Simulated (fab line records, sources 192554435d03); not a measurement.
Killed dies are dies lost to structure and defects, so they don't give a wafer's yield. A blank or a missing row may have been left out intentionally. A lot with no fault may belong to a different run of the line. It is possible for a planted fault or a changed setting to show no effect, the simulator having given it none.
8D (eight disciplines) problem report, filled in by code	flow n5Finfet	the parts of the form that need people (team, actions taken, sign-off) are left out
Where a reading is given only as a bound, like >300, the bound stands for it, and a mean or a difference that rests on one is marked > or <: the true number lies beyond.

## 1. THE PROBLEM
rawDefectCount at N5_BEOL_M0_CUTY_INSPECT_59 reads a mean of >300 on 1 wafer of 1 lot; wafers without a fault read 2.1 with a standard deviation of 1.5. So: +99 or more standard deviations from the usual mean.
The step: inspects for defects (macro).
First observed at day 9 00:38: wafer L530.1, on defectInspect-02. The record holds 27 wafers of 9 lots with a number at this step. Rule for "out" (also "out of limits"): further than 4 standard deviations from the usual mean. The other wafers with a number count as sound.

## 2. WHAT IT IS, AND WHAT IT ISN'T
question	is	is not
which readings at this step	rawDefectCount	-
which lots	L530	L519, L520, L521, L523, L534, L538, L539, L541
which wafers of those lots	L530.1	L530.3, L530.5
read on which gauges	defectInspect-02	defectInspect-01
when	from day 9 00:38	up to then (14 sound wafers); but 12 sound wafers of L534, L538, L539, L541 came after

## 3. SUSPECTS, AND WHAT RULES EACH OUT
Counting: if a tool at a process step up to the reading ran every lot that is out, it stays a suspect. Sound lots after the first of them don't rule it out here, since some wafers of a struck lot are sound.
- the gauge at N5_BEOL_M0_CUTY_INSPECT_59 is ruled out. All the wafers that are out were read on defectInspect-02, but those of them that N5_PASSIVATION_PROBE_49 has rows for are out there too, on other tools.
- pecvd-02 at N5_BEOL_M0_SAQP_PECVD_00 (deposits SiCN from 3MS/NH3, target thk 8 nm, time 14 s): kept. The lot that is out, L530, ran on it at day 8 13:20; the last sound lot it ran before that was L521, at day 6 01:08.
- rieDiel-03 at N5_BEOL_M0_SAQP_ETCH_106 (etches SOC in N2/H2, stops on SiNx, target depth 150 nm): kept. The lot that is out, L530, ran on it at day 8 18:24; the last sound lot it ran before that was L523, at day 6 17:50.
- vaporEtch-02 at N5_BEOL_M0_SAQP_RECESS_109 (chemistry HF/NH3, target SiO2, target depth 3 nm, afs cycles 1, sublimation time 60 s): kept. It ran the lot that is out, L530 (day 8 20:16).
- aldSin-04 at N5_BEOL_M0_SAQP_ALD_48 (deposits SiO2, target thk 20 nm, pulse time 1 s, co reactant pulse time 1 s): kept. The lot that is out, L530, ran on it at day 8 23:27; the last sound lot it ran before that was L523, at day 6 20:03.
- Within pecvd-02 at N5_BEOL_M0_SAQP_PECVD_00, the wafers that are out were processed in chamber 0 and their sound lot-mates in chamber 2.
- Within vaporEtch-02 at N5_BEOL_M0_SAQP_RECESS_109, the wafers that are out were processed in chamber 0 and their sound lot-mates in chamber 1.
- aldSin-04, N5_BEOL_M0_SAQP_ALD_48: wafers that are out in chamber 2, sound lot-mates in chambers 0, 1.
Left after counting: pecvd-02 at N5_BEOL_M0_SAQP_PECVD_00, rieDiel-03 at N5_BEOL_M0_SAQP_ETCH_106, vaporEtch-02 at N5_BEOL_M0_SAQP_RECESS_109, aldSin-04 at N5_BEOL_M0_SAQP_ALD_48.

## 4. THE CAUSE (what the simulator had put in)
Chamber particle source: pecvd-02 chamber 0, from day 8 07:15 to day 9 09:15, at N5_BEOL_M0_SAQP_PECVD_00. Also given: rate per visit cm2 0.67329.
This tool is one of the 4 suspects left after counting.

## 5. THE EFFECT CHAIN, in route order
One row per reading whose mean, taken over the struck wafers that have a number, lies over 3 standard deviations from the usual. Only readings whose record carries a usual standard deviation are examined. hours: median over the lots of the time between each lot's start at the first step of this table that gives one and its start at this step. sigmas: the change, counted in usual standard deviations.
hours	step	reading	usual	on struck wafers	change	sigmas
0	N5_BEOL_M0_SAQP_INSPECT_42	rawDefectCount	310	667	+357	+3.2
2	N5_BEOL_M0_CUTY_INSPECT_59	rawDefectCount	2.1	>300	>+298	+99 or more
149	N5_PASSIVATION_PROBE_49	defectLimitedYield	91.3 %	83.1	-8.2	-6.3
149	N5_PASSIVATION_PROBE_49	killed_at_M0_to_M3	32	145	+113	+10
149	N5_PASSIVATION_PROBE_49	killedDies	102	200	+98	+6.5
149	N5_PASSIVATION_PROBE_49	sort_bin_5_function	5.1 %	11.3	+6.2	+7.3
149	N5_PASSIVATION_PROBE_49	sortNPass	1078	980	-98	-6.5
149	N5_PASSIVATION_PROBE_49	sortYieldPct	91.3 %	83.1	-8.2	-6.3
Its process steps:
- N5_PASSIVATION_PROBE_49
Later measuring or inspecting steps at which every struck wafer that the step has a row for has a number for every such reading, and none has moved that far: N5_BEOL_M4_RC_MEAS_101.

## 6. HOW IT WOULD HAVE BEEN CAUGHT EARLIER
Counted from the fault's start at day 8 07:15, it took 17 hours until the first out-of-limits reading at a measuring or inspecting step in this record, taken at day 9 00:38.
No tool reading at N5_BEOL_M0_SAQP_PECVD_00 that has a usual standard deviation in the record was out on any struck wafer, so an alarm limit of 4 standard deviations on those readings would not have fired.
All the lots that are out (1) had begun N5_BEOL_M0_SAQP_PECVD_00 on pecvd-02 by day 9 00:38. A hold on the tool at that time would have spared none of them.
